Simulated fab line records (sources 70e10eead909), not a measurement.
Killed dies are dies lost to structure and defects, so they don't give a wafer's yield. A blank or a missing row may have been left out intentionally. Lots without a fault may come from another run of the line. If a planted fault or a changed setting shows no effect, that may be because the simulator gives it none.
Which tool did it?    flow nand-harc    13 lots, 39 wafers sampled, at 6 steps of a route of 1302

== WHAT THE GAUGES SHOWED, per wafer ==
NHARC_P_M0_THK_MEAS_24: measures by xrf.
lot   measured      on             thk-nm (nm)
L263  day 6 05:02   film-metro-01  118.5 120.0 118.6
L264  day 6 22:43   film-metro-02  116.2 117.0 118.8
L265  day 7 08:29   film-metro-02  119.0 116.3 116.8
L266  day 7 11:06   film-metro-02  120.2 116.8 120.0
L267  day 7 16:48   film-metro-02  115.8 114.9 114.6
L268  day 8 07:50   film-metro-01  116.7 115.9 117.3
L269  day 8 18:24   film-metro-01  116.6 116.0 115.6
L270  day 8 23:38   film-metro-02  118.1 117.7 117.0
L271  day 9 10:41   film-metro-01  117.1 117.1 117.4
L272  day 10 00:13  film-metro-02  118.2 119.7 117.2
L275  day 11 02:14  film-metro-02  115.0 116.3 119.3
L282  day 14 13:32  film-metro-01  116.4 117.7 117.6
L285  day 15 15:21  film-metro-02  117.0 118.8 119.0

NHARC_END_SORT_01.
lot   measured      on         defect-limited-yield (%)  killed-at-array  killed-at-other  killed-at-periphery  killed-dies  killed-open  killed-short
L282  day 33 08:43  prober-01  90.0                      63               1                4                    68           3            0
L285  day 34 10:57  prober-01  90.7                      57               0                6                    63           7            4

== WHICH TOOL RAN EACH LOT (tool, then ch and the chambers of the sampled wafers, then the start) ==
lot   NHARC_P_M0_ETCH_15                             NHARC_P_M0_PVD_21                        NHARC_P_M0_ECD_22               NHARC_P_M0_CMP_23
L263  rie-diel-09 ch 1,2,3, day 6 04:00 or earlier   pvd-sputter-01, day 6 04:00 or earlier   ecd-cu-01 ch 0,1, day 6 04:00   cmp-03 ch 0,1,3, day 6 04:44
L264  rie-diel-09 ch 0,2, day 6 21:44 or earlier     pvd-sputter-01, day 6 21:44 or earlier   ecd-cu-02 ch 0,1, day 6 21:44   cmp-02 ch 0,1, day 6 22:24
L265  rie-diel-02 ch 1,2,3, day 7 07:28 or earlier   pvd-sputter-01, day 7 07:28 or earlier   ecd-cu-02 ch 0,1, day 7 07:28   cmp-04 ch 0,1,2, day 7 08:14
L266  rie-diel-09 ch 1,2,3, day 7 10:04 or earlier   pvd-sputter-03, day 7 10:04 or earlier   ecd-cu-01 ch 0,1, day 7 10:04   cmp-03 ch 1,2,3, day 7 10:49
L267  rie-diel-02 ch 0,3, day 7 15:55 or earlier     pvd-sputter-01, day 7 15:55 or earlier   ecd-cu-02 ch 0,1, day 7 15:55   cmp-04 ch 0,1,3, day 7 16:32
L268  rie-diel-09 ch 0,1,2, day 8 06:47 or earlier   pvd-sputter-01, day 8 06:47 or earlier   ecd-cu-02 ch 0,1, day 8 06:47   cmp-03 ch 0,2, day 8 07:32
L269  rie-diel-11 ch 0,3, day 8 17:25 or earlier     pvd-sputter-03, day 8 17:25 or earlier   ecd-cu-01 ch 0,1, day 8 17:25   cmp-04 ch 1,3, day 8 18:07
L270  rie-diel-09 ch 1,2,3, day 8 22:42 or earlier   pvd-sputter-02, day 8 22:42 or earlier   ecd-cu-02 ch 0,1, day 8 22:42   cmp-04 ch 0,1,2, day 8 23:23
L271  rie-diel-02 ch 1,2, day 9 09:47 or earlier     pvd-sputter-03, day 9 09:47 or earlier   ecd-cu-01 ch 0,1, day 9 09:47   cmp-03 ch 0,2,3, day 9 10:27
L272  rie-diel-09 ch 1,2,3, day 9 23:16 or earlier   pvd-sputter-01, day 9 23:16 or earlier   ecd-cu-02 ch 0,1, day 9 23:16   cmp-02 ch 0,1, day 9 23:53
L275  rie-diel-09 ch 1,2,3, day 11 01:11 or earlier  pvd-sputter-02, day 11 01:11 or earlier  ecd-cu-01 ch 0,1, day 11 01:11  cmp-02 ch 0,1,2, day 11 01:58
L282  rie-diel-02 ch 0,3, day 14 12:32 or earlier    pvd-sputter-01, day 14 12:32 or earlier  ecd-cu-02 ch 0,1, day 14 12:32  cmp-03 ch 1,2,3, day 14 13:13
L285  rie-diel-09 ch 0,1, day 15 14:22 or earlier    pvd-sputter-01, day 15 14:22 or earlier  ecd-cu-02 ch 0,1, day 15 14:22  cmp-03 ch 1,3, day 15 15:04
- NHARC_P_M0_ETCH_15: etches the open film in C4F8/Ar, target depth 150 nm, overetch 15 nm, time 82.5 s.
- NHARC_P_M0_PVD_21: deposits Cu, target thk 30 nm, time 20.49 s.
- NHARC_P_M0_ECD_22: material Cu, target thk 400 nm.
- NHARC_P_M0_CMP_23: polishes, t overpolish 20 s, target thk 117.54 nm.

== AS READ BY THE TOOLS THEMSELVES (means over the sampled wafers that have a number; for cases with no such wafer, the mark the record gives instead) ==
NHARC_P_M0_ETCH_15.
lot   tool         oes-product-au (a.u.)  rf-vpp-V (V)
L263  rie-diel-09  0.939                  442
L264  rie-diel-09  0.967                  437
L265  rie-diel-02  0.973                  442
L266  rie-diel-09  0.946                  441
L267  rie-diel-02  0.939                  441
L268  rie-diel-09  0.968                  438
L269  rie-diel-11  0.962                  439
L270  rie-diel-09  0.972                  441
L271  rie-diel-02  0.927                  442
L272  rie-diel-09  0.967                  442
L275  rie-diel-09  0.973                  442
L282  rie-diel-02  0.978                  441
L285  rie-diel-09  0.946                  440

NHARC_P_M0_PVD_21.
lot   tool            cathode-dc-power-W (W)  throttle-valve-pct (%)
L263  pvd-sputter-01  4999.5                  30.0
L264  pvd-sputter-01  4999.4                  30.8
L265  pvd-sputter-01  5000.6                  30.0
L266  pvd-sputter-03  5000.4                  29.7
L267  pvd-sputter-01  4999.8                  29.8
L268  pvd-sputter-01  5000.4                  29.0
L269  pvd-sputter-03  5000.6                  29.6
L270  pvd-sputter-02  5000.7                  30.1
L271  pvd-sputter-03  4999.5                  29.9
L272  pvd-sputter-01  4999.4                  29.9
L275  pvd-sputter-02  5000.7                  30.6
L282  pvd-sputter-01  4999.6                  29.2
L285  pvd-sputter-01  5000.8                  29.2

NHARC_P_M0_CMP_23.
lot   tool    motor-current-A (A)  time-to-endpoint-s (s)
L263  cmp-03  12.1                 30.3
L264  cmp-02  10.3                 26.8
L265  cmp-04  11.8                 27.4
L266  cmp-03  12.0                 32.0
L267  cmp-04  11.3                 26.8
L268  cmp-03  12.4                 29.1
L269  cmp-04  10.9                 27.1
L270  cmp-04  12.0                 29.3
L271  cmp-03  11.8                 27.6
L272  cmp-02  10.3                 29.4
L275  cmp-02  11.0                 29.8
L282  cmp-03  12.1                 16.2
L285  cmp-03  12.0                 16.3

== THE ANSWER, worked out from the rows above alone ==
Rule: what is usual is taken from the lots themselves. Put in order of their means at a reading, lots are off if they are a third of the lots or fewer, leave a main group of 4 or more, and stand apart from it by a gap of 3 or more times the standard deviation of the main group's means; of several such gaps the widest counts. A main group whose means are all the same, to the digits that the tables above print for the reading, isn't used. Also off: a lot with no number at a reading for which 4 or more lots have one. The other lots that the step has rows for count as sound. After the gauges, taken in route order, come the tools' own readings; for these a lot's mean is taken, as printed above. The first step at which some lot is off is used, and at that step the reading that is off furthest; a lot without a number counts as furthest.
Off: L282, L285 (NHARC_P_M0_CMP_23, time-to-endpoint-s). For the main group the mean is 28.7 s and the standard deviation 1.6.
If a tool, at that step or one of the process steps before it, ran each lot that is off and ran no sound lot following the first of them, it fits. With no start given for some of its lots, NHARC_P_M0_ETCH_15 uses the hours and lot order of NHARC_P_M0_ECD_22. With no start given for some of its lots, NHARC_P_M0_PVD_21 uses the hours and lot order of NHARC_P_M0_ECD_22. Can't be told from this: 3 tools fit, pvd-sputter-01 at NHARC_P_M0_PVD_21, ecd-cu-02 at NHARC_P_M0_ECD_22, cmp-03 at NHARC_P_M0_CMP_23.

== WHAT HAD BEEN PUT IN BY THE SIMULATOR ==
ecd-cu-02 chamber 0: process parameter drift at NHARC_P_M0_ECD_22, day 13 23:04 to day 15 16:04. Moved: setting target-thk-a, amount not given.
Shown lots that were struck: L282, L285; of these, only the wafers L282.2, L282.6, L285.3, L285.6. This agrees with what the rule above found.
